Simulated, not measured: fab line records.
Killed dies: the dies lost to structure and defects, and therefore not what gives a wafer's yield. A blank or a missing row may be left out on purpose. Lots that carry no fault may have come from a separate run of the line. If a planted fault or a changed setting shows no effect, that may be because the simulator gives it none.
Matching of chambers	flow n5_finfet	3 sister chambers for N5_BEOL_M2_PECVD_72 on pecvd-02
The step deposits SiO2 from TEOS/O2, target thk 16 nm, time 18 s. 24 wafers are shown with their chamber, then 12 later ones without.

== WAFERS, EACH WITH ITS CHAMBER ==
wafer	chamber	throttle_valve_pct (%)	showerhead_plenum_p_Torr (Torr)	heater_power_w (W)
L074.1	2	21.7	8.71	835
L074.2	1	23.5	8.81	624
L074.4	2	21.9	8.72	833
L076.2	0	24.2	8.82	906
L076.3	1	23.5	8.80	669
L076.5	1	23.5	8.80	672
L077.4	0	23.8	8.81	875
L077.5	2	21.8	8.69	747
L077.6	1	23.6	8.80	691
L079.2	2	21.9	8.72	792
L079.3	1	23.7	8.79	710
L079.6	2	21.8	8.69	799
L078.1	0	23.9	8.81	1011
L078.2	1	23.6	8.78	616
L078.6	2	21.9	8.74	806
L081.2	0	23.8	8.84	890
L081.5	1	23.7	8.77	632
L081.6	0	23.9	8.81	878
L083.1	0	23.9	8.82	913
L083.2	2	22.1	8.68	841
L083.4	2	22.1	8.70	832
L086.2	0	23.5	8.81	959
L086.4	0	23.8	8.83	963
L086.6	2	22.1	8.71	844

SIGNATURES (averages over the wafers above)
reading	chamber 0	chamber 1	chamber 2	scatter within a chamber
throttle_valve_pct	23.850	23.586	21.922	0.152
showerhead_plenum_p_Torr	8.8187	8.7929	8.7067	0.0152
heater_power_w	924.38	659.14	814.33	39.1
Rule: a wafer's distance from a chamber is the root of the sum, over the readings, of the square of ((its reading less the chamber's mean) divided by the reading's scatter). If the next closest chamber is less than 2 further off than the closest, the wafer can't be placed; otherwise it belongs to the closest. The scatter: the root of (the sum of the squares of (reading less its chamber's mean) over the shown wafers, divided by (wafers less chambers)).

== WAFERS WHOSE CHAMBER IS MISSING ==
wafer	throttle_valve_pct (%)	showerhead_plenum_p_Torr (Torr)	heater_power_w (W)
L091.1	23.9	8.80	867
L091.2	22.1	8.69	831
L091.6	23.6	8.78	677
L092.1	22.1	8.70	772
L092.4	23.9	8.81	957
L092.6	21.9	8.69	795
L093.1	21.9	8.71	767
L093.3	23.6	8.78	650
L093.4	22.0	8.71	770
L096.4	22.0	8.71	815
L096.5	23.4	8.77	669
L096.6	23.9	8.81	1016

== THE CHAMBER EACH PASSED THROUGH ==
wafer	from the rows above	in truth
L091.1	0	0
L091.2	2	2
L091.6	1	1
L092.1	2	2
L092.4	0	0
L092.6	2	2
L093.1	2	2
L093.3	1	1
L093.4	2	2
L096.4	2	2
L096.5	1	1
L096.6	0	0
Correctly placed: 12 of 12. Can't be placed from these rows: 0. Number placed wrongly: 0.
